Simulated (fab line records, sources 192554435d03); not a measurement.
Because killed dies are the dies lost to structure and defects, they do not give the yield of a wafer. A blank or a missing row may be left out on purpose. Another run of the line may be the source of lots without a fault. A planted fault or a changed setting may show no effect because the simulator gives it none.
Split-lot trial | flow n5 finfet | route with 1938 steps; 7 lots, 21 wafers read

== SPLIT DETAILS ==
At N5_BEOL_M9_COAT_60 (time 60 s, resist thk 30 nm), the setting spin rpm was moved away from the recipe's 1500 rpm on 10 of the 21 wafers read, by -7.1% to +8.3%. The other wafers ran this setting at the recipe's value.

== FROM THE SPLIT TO THE READING: what the file shows between them, 3 steps ==
- N5_BEOL_M9_COAT_05: resist thk 90 nm
- N5_BEOL_M9_EBR_07
- N5_BEOL_M9_DESCUM_16: chemistry O2, time 7.9 s

== THE READING ==
CAR-ArF_of_BEOL_M9_COAT_05.thk nm (the simulator's own value, which no gauge read), in nm, at N5_BEOL_M9_ETCH_61 (etches SiARC in CF4, target depth 39 nm, time 65 s). The file gives no usual value for it. Average 55.6 nm, standard deviation 0.22 nm, over the 11 wafers here run with the recipe.

wafer  | tool, chamber at the split | spin rpm as run, rpm | against the recipe | CAR-ArF_of_BEOL_M9_COAT_05.thk nm, nm | against lot-mates on the recipe
L074.3 | litho track-01, 0          | 1574                 | +4.9%              | 55.8                                  | +0.0
L074.4 | litho track-01, 0          | 1574                 | +4.9%              | 56.2                                  | +0.4
L074.6 | litho track-01, 0          | 1500                 | recipe             | 55.8                                  | -
L078.1 | litho track-01, 0          | 1593                 | +6.2%              | 56.4                                  | +0.8
L078.2 | litho track-01, 0          | 1593                 | +6.2%              | 56.2                                  | +0.6
L078.4 | litho track-01, 0          | 1500                 | recipe             | 55.6                                  | -
L083.4 | litho track-02, 0          | 1500                 | recipe             | 55.2                                  | -
L083.5 | litho track-02, 0          | 1393                 | -7.1%              | 54.2                                  | -1.0
L083.6 | litho track-02, 0          | 1393                 | -7.1%              | 54.2                                  | -1.0
L089.2 | litho track-01, 0          | 1612                 | +7.5%              | 56.6                                  | +1.1
L089.3 | litho track-01, 0          | 1500                 | recipe             | 55.4                                  | -
L089.4 | litho track-01, 0          | 1500                 | recipe             | 55.6                                  | -
L087.2 | litho track-01, 0          | 1500                 | recipe             | 55.6                                  | -
L087.3 | litho track-01, 0          | 1500                 | recipe             | 55.8                                  | -
L087.6 | litho track-01, 0          | 1500                 | recipe             | 56                                    | -
L091.2 | litho track-04, 0          | 1500                 | recipe             | 55.4                                  | -
L091.3 | litho track-04, 0          | 1625                 | +8.3%              | 56.2                                  | +0.8
L091.4 | litho track-04, 0          | 1500                 | recipe             | 55.4                                  | -
L096.1 | litho track-04, 0          | 1395                 | -7.0%              | 54                                    | -1.4
L096.4 | litho track-04, 0          | 1500                 | recipe             | 55.4                                  | -
L096.6 | litho track-04, 0          | 1395                 | -7.0%              | 54                                    | -1.4

FIT RESULTS
A straight line over all 21 wafers: CAR-ArF_of_BEOL_M9_COAT_05.thk nm changes by +0.154 nm for each +1% of spin rpm; r = +0.94; the points scatter about the line by 0.28 nm.
The same after taking each lot's own level away (the mean of its wafers on the recipe; 21 wafers): +0.134 nm for each +1%; r = +0.95; scatter 0.22 nm.
Per that fit: largest spin rpm move, reading shift of 1.1 nm.
The span of the lots' own levels, 55.20 to 55.80 nm, comes to 2.7 times the standard deviation stated above.
Hence the slope depends on the lot-to-lot level, as the two fits are not the same.
Check: +1.05 nm against its lot-mates is what the line predicts for one of the wafers moved furthest among these (+8.3%) when that wafer is left out of the fit. Against them it came out at +0.8 nm.

== FURTHER SPLITS ON THESE WAFERS ==
Other splits were also applied to these wafers ahead of the reading. Each is held against what the fit with the lots' levels taken away leaves over:
other split on the same wafers             | wafers away from the commonest value | r with CAR-ArF_of_BEOL_M9_COAT_05.thk nm (lot level and that fit taken away)
N5_BEOL_M5_ALD_86 co reactant pulse time s | 5                                    | +0.22
N5_BEOL_M6_ETCH_62 time s                  | 5                                    | +0.58
N5_BEOL_M6_DEP_56 time s                   | 7                                    | +0.05
N5_BEOL_M7_VIA_ETCH_34 bias w              | 11                                   | -0.15
N5_BEOL_M7_ETCH_41 source w                | 6                                    | -0.11

== THE WHOLE CHAIN: every reading that the file lists as answering this split, in the file's order ==
step               | what it does                                                         | reading                                                                            | change (the file's fit)                                                              | r (the file's)
N5_BEOL_M9_COAT_60 | time 60 s, resist thk 30 nm                                          | SiARC_of_BEOL_M9_COAT_60.thk nm (the simulator's own value, which no gauge read)   | -0.149 nm for each +1% of the setting                                                | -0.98
N5_BEOL_M9_ETCH_61 | etches SiARC in CF4, target depth 39 nm, time 65 s                   | etch.depth nm (the simulator's own value, which no gauge read)                     | -0.152 nm for each +1% of the setting                                                | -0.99
N5_BEOL_M9_ETCH_61 | etches SiARC in CF4, target depth 39 nm, time 65 s                   | CAR-ArF_of_BEOL_M9_COAT_05.thk nm (the simulator's own value, which no gauge read) | +0.129 nm for each +1% of the setting                                                | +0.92
N5_BEOL_M9_ETCH_62 | etches SOC in N2/H2, target depth 110 nm, overetch 22 nm, time 165 s | SiARC_of_BEOL_M9_COAT_60.thk nm (the simulator's own value, which no gauge read)   | -0.157 nm for each +1% of the setting, in a fit together with time s@BEOL_M9_ETCH_62 | 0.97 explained

== FILE'S OWN FIT ==
CAR-ArF_of_BEOL_M9_COAT_05.thk nm changes by +0.129 nm for each +1% of spin rpm, r = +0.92.
